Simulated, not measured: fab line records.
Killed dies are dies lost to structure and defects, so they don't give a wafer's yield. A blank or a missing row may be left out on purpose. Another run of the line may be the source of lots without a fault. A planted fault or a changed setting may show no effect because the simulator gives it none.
Chamber matching + flow n5Finfet + N5_MOL_CONTACT_COAG_ETCHBACK_134 on rieDiel-01 has 4 sister chambers
The step etches SiO2 in CHF3, target depth 10 nm, time 6.7 s. 4 wafers are shown with their chamber, then 10 later ones without.

## EACH WAFER AND ITS CHAMBER
| wafer  | chamber | drypumpMotorCurrentA (A) |
|--------|---------|--------------------------|
| L087.2 | 1       | 6.6                      |
| L087.3 | 2       | 5.9                      |
| L093.1 | 3       | 6.1                      |
| L093.2 | 0       | 6.5                      |

## WAFERS WITH NO CHAMBER GIVEN
| wafer  | drypumpMotorCurrentA (A) |
|--------|--------------------------|
| L093.5 | 6.1                      |
| L094.2 | 6.5                      |
| L094.3 | 6.7                      |
| L094.5 | 6.1                      |
| L095.2 | 5.9                      |
| L095.4 | 6.5                      |
| L095.6 | 5.9                      |
| L097.1 | 5.9                      |
| L097.2 | 6.1                      |
| L097.4 | 5.9                      |

## WHICH CHAMBER EACH WENT THROUGH
| wafer  | from the rows above | in truth |
|--------|---------------------|----------|
| L093.5 | 3                   | 3        |
| L094.2 | 0                   | 0        |
| L094.3 | 1                   | 1        |
| L094.5 | 3                   | 3        |
| L095.2 | 2                   | 2        |
| L095.4 | 0                   | 0        |
| L095.6 | 2                   | 2        |
| L097.1 | 2                   | 2        |
| L097.2 | 3                   | 3        |
| L097.4 | 2                   | 2        |
Correctly placed: 10 of 10. Number that these rows cannot place: 0. 0 placed wrongly.
How it was worked out, from the rows above alone: a wafer's distance from a chamber is the root of the sum, over the readings, of the square of ((its reading less the chamber's mean) divided by the reading's scatter). If the next closest chamber is less than 2 further off than the closest, the wafer can't be placed; otherwise it belongs to the closest. For every chamber, the mean is computed from those of its wafers that are shown. The scatter (one wafer shown for each chamber): square how far every hidden wafer sits from the nearest shown wafer, average those squares and take the square root.
